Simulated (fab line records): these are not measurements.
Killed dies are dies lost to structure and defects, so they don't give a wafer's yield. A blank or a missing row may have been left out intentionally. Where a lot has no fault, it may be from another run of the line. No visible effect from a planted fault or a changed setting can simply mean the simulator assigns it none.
Matching of chambers -- flow nand_harc -- ald_hk-02 running NHARC_A_CHANNEL_FILL_D1_ALD_16: 4 sister chambers
The step deposits SiO2, target thk 1.5 nm, pulse time 10 s, ald cycles 15. 8 wafers are shown with their chamber, then 8 later ones without.

== WAFERS, EACH WITH ITS CHAMBER ==
wafer,chamber,heater_power_w (W),susceptor_temp_C (C)
L851.6,1,462,300.08
L853.2,3,524,300.15
L857.2,1,464,300.25
L857.5,2,531,299.83
L859.1,2,541,300.03
L859.2,3,506,299.92
L859.5,0,445,299.94
L860.1,0,439,300.27

== WAFERS WHOSE CHAMBER IS MISSING ==
wafer,heater_power_w (W),susceptor_temp_C (C)
L860.5,447,300.30
L860.6,515,300.00
L865.2,534,300.13
L865.4,437,300.16
L865.6,440,300.12
L870.3,458,299.79
L870.4,541,299.76
L870.6,542,299.88

== CHAMBER TAKEN BY EACH ==
wafer,from the rows above,in truth
L860.5,can't be placed: 0 or 1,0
L860.6,3,3
L865.2,can't be placed: 2 or 3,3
L865.4,0,0
L865.6,0,0
L870.3,can't be placed: 1 or 0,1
L870.4,2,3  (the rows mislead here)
L870.6,2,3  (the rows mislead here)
Placed correctly: 3 of 8. Not placeable from these rows: 3 (in 3, the candidates include the true chamber). Placed wrongly: 2.
How it was worked out, from the rows above alone: a wafer's distance from a chamber is the root of the sum, over the readings, of the square of ((its reading less the chamber's mean) divided by the reading's scatter). The wafer belongs to the nearest chamber; if the next one is less than 2 further off, it can't be placed. For every chamber, the mean is computed from those of its wafers that are shown. The scatter: take each reading less its chamber's mean, square it, sum over the shown wafers, divide by the number of wafers less the number of chambers, and take the root.
